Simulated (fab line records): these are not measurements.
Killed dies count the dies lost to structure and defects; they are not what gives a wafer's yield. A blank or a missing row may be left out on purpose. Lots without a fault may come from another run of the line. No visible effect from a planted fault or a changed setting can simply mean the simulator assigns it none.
Matching of chambers + flow n5-finfet + rie-diel-05 running N5_BEOL_M14_ETCH_59: 4 sister chambers
The step etches BARC in N2/H2, target depth 89 nm, overetch 26.7 nm, time 67.9 s. 8 wafers are shown with their chamber, then 9 later ones without.

WAFERS WITH THEIR CHAMBER
| wafer  | chamber | drypump-motor-current-A (A) | showerhead-plenum-p-Torr (Torr) |
|--------|---------|-----------------------------|---------------------------------|
| L079.4 | 0       | 5.3                         | 2.50                            |
| L081.3 | 2       | 6.2                         | 2.42                            |
| L084.3 | 1       | 5.4                         | 2.48                            |
| L084.4 | 0       | 5.2                         | 2.50                            |
| L084.6 | 1       | 5.4                         | 2.48                            |
| L086.1 | 3       | 4.8                         | 2.62                            |
| L086.2 | 2       | 6.2                         | 2.41                            |
| L086.6 | 3       | 4.8                         | 2.62                            |

WAFERS WITHOUT THEIR CHAMBER
| wafer  | drypump-motor-current-A (A) | showerhead-plenum-p-Torr (Torr) |
|--------|-----------------------------|---------------------------------|
| L088.1 | 4.8                         | 2.62                            |
| L088.2 | 5.4                         | 2.48                            |
| L088.5 | 4.8                         | 2.62                            |
| L090.1 | 4.8                         | 2.61                            |
| L090.4 | 5.2                         | 2.49                            |
| L090.5 | 4.8                         | 2.61                            |
| L096.1 | 4.8                         | 2.61                            |
| L096.2 | 6.2                         | 2.73                            |
| L096.4 | 5.2                         | 2.48                            |

WHICH CHAMBER EACH ONE RAN IN
| wafer  | from the rows above     | in truth                   |
|--------|-------------------------|----------------------------|
| L088.1 | 3                       | 3                          |
| L088.2 | 1                       | 1                          |
| L088.5 | 3                       | 3                          |
| L090.1 | 3                       | 3                          |
| L090.4 | 0                       | 0                          |
| L090.5 | 3                       | 3                          |
| L096.1 | 3                       | 3                          |
| L096.2 | 3                       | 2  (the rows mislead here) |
| L096.4 | can't be placed: 1 or 0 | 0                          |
7 of 9 placed correctly. From these rows, 1 cannot be placed; in 1 the true chamber is one of the candidates. Placed wrongly: 1.
How it was worked out, from the rows above alone: a wafer's distance from a chamber is the root of the sum, over the readings, of the square of ((its reading less the chamber's mean) divided by the reading's scatter). If the next closest chamber is less than 2 further off than the closest, the wafer can't be placed; otherwise it belongs to the closest. A chamber's mean is the mean of its shown wafers. The scatter is the square root of a quotient: the sum, over the shown wafers, of each reading's squared deviation from its chamber's mean, divided by wafers minus chambers.
